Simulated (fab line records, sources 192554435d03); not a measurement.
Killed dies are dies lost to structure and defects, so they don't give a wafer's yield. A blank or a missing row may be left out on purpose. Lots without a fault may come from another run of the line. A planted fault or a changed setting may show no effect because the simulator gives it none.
Split-lot experiment | flow n5_finfet | 7 lots, 21 wafers read, on a route of 1938 steps

THE SPLIT
At N5_FIN_SAQP_HM_DEP_03 (deposits SiNx from SiH4/NH3/N2, target thk 38 nm, time 33.6 s), the setting time_s was moved away from the recipe's 33.6 s on 6 of the 21 wafers read, by -14.5% to +12.7%. The other wafers ran this setting at the recipe's value.

The reading is taken at the split's own step.

THE READING
SiNx_of_FIN_SAQP_HM_DEP_03.thk_nm (the simulator's own value, which no gauge read), in nm, at N5_FIN_SAQP_HM_DEP_03 (deposits SiNx from SiH4/NH3/N2, target thk 38 nm, time 33.6 s). The file gives no usual value for it. The 15 wafers here that ran the recipe average 37.81 nm, standard deviation 0.67 nm.

wafer  | tool, chamber at the split | time_s as run, s | against the recipe | SiNx_of_FIN_SAQP_HM_DEP_03.thk_nm, nm | against lot-mates on the recipe
L078.3 | pecvd-04, 0                | 37.3             | +11.0%             | 41.49                                 | +3.59
L078.4 | pecvd-04, 1                | 37.3             | +11.0%             | 42.07                                 | +4.17
L078.6 | pecvd-04, 1                | 33.6             | recipe             | 37.9                                  | -
L084.1 | pecvd-01, 1                | 28.74            | -14.5%             | 32.21                                 | -4.59
L084.3 | pecvd-01, 0                | 33.6             | recipe             | 36.66                                 | -
L084.5 | pecvd-01, 0                | 33.6             | recipe             | 36.94                                 | -
L085.2 | pecvd-04, 1                | 36.2             | +7.7%              | 40.74                                 | +3.13
L085.3 | pecvd-04, 0                | 33.6             | recipe             | 36.93                                 | -
L085.5 | pecvd-04, 1                | 33.6             | recipe             | 38.29                                 | -
L087.1 | pecvd-01, 0                | 33.6             | recipe             | 36.77                                 | -
L087.2 | pecvd-01, 1                | 33.6             | recipe             | 38.57                                 | -
L087.6 | pecvd-01, 2                | 33.6             | recipe             | 38.48                                 | -
L091.1 | pecvd-04, 0                | 37.86            | +12.7%             | 42.79                                 | +4.13
L091.3 | pecvd-04, 2                | 37.86            | +12.7%             | 43.22                                 | +4.56
L091.5 | pecvd-04, 1                | 33.6             | recipe             | 38.66                                 | -
L096.1 | pecvd-01, 1                | 33.6             | recipe             | 37.68                                 | -
L096.4 | pecvd-01, 0                | 33.6             | recipe             | 37.79                                 | -
L096.5 | pecvd-01, 2                | 33.6             | recipe             | 37.61                                 | -
L097.1 | pecvd-04, 2                | 33.6             | recipe             | 38.21                                 | -
L097.2 | pecvd-04, 1                | 33.6             | recipe             | 38.44                                 | -
L097.4 | pecvd-04, 0                | 33.6             | recipe             | 38.17                                 | -

THE FIT
A straight line over all 21 wafers: SiNx_of_FIN_SAQP_HM_DEP_03.thk_nm changes by +0.388 nm for each +1% of time_s; r = +0.97; the points scatter about the line by 0.62 nm.
The same after taking each lot's own level away (the mean of its wafers on the recipe; 21 wafers): +0.341 nm for each +1%; r = +0.98; scatter 0.44 nm.
On that fit, the largest move of time_s shifts the reading by 4.9 nm.
The lots' own levels span 36.800 to 38.660 nm, that is 2.8 times the standard deviation above.
So the lot-to-lot level changes the slope: the two fits differ.
Check: with one of the wafers moved furthest among these (-14.5%) left out of the fit, the line predicts -5.07 nm for it against its lot-mates. It came out at -4.59 nm against them.

OTHER SPLITS ON THESE WAFERS
These wafers also went through other splits before the reading. Each is held against what the fit with the lots' levels taken away leaves over:
other split on the same wafers            | wafers away from the commonest value | r with SiNx_of_FIN_SAQP_HM_DEP_03.thk_nm (lot level and that fit taken away)
N5_WELL_APT_COAT_02 spin_rpm              | 10                                   | +0.05
N5_PMOS_HMC_CHANNEL_EPI_PEB_07 peb_temp_c | 7                                    | +0.02

THE WHOLE CHAIN: every reading that the file lists as answering this split, in the file's order
step                    | what it does                                                  | reading                                                                            | change (the file's fit)               | r (the file's)
N5_FIN_SAQP_HM_DEP_03   | deposits SiNx from SiH4/NH3/N2, target thk 38 nm, time 33.6 s | SiNx_of_FIN_SAQP_HM_DEP_03.thk_nm (the simulator's own value, which no gauge read) | +0.342 nm for each +1% of the setting | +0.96
N5_FIN_SAQP_THK_MEAS_05 |                                                               | thk_nm                                                                             | withheld for each +1% of the setting  | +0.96

THE FILE'S OWN FIT
SiNx_of_FIN_SAQP_HM_DEP_03.thk_nm changes by +0.342 nm for each +1% of time_s, r = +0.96.
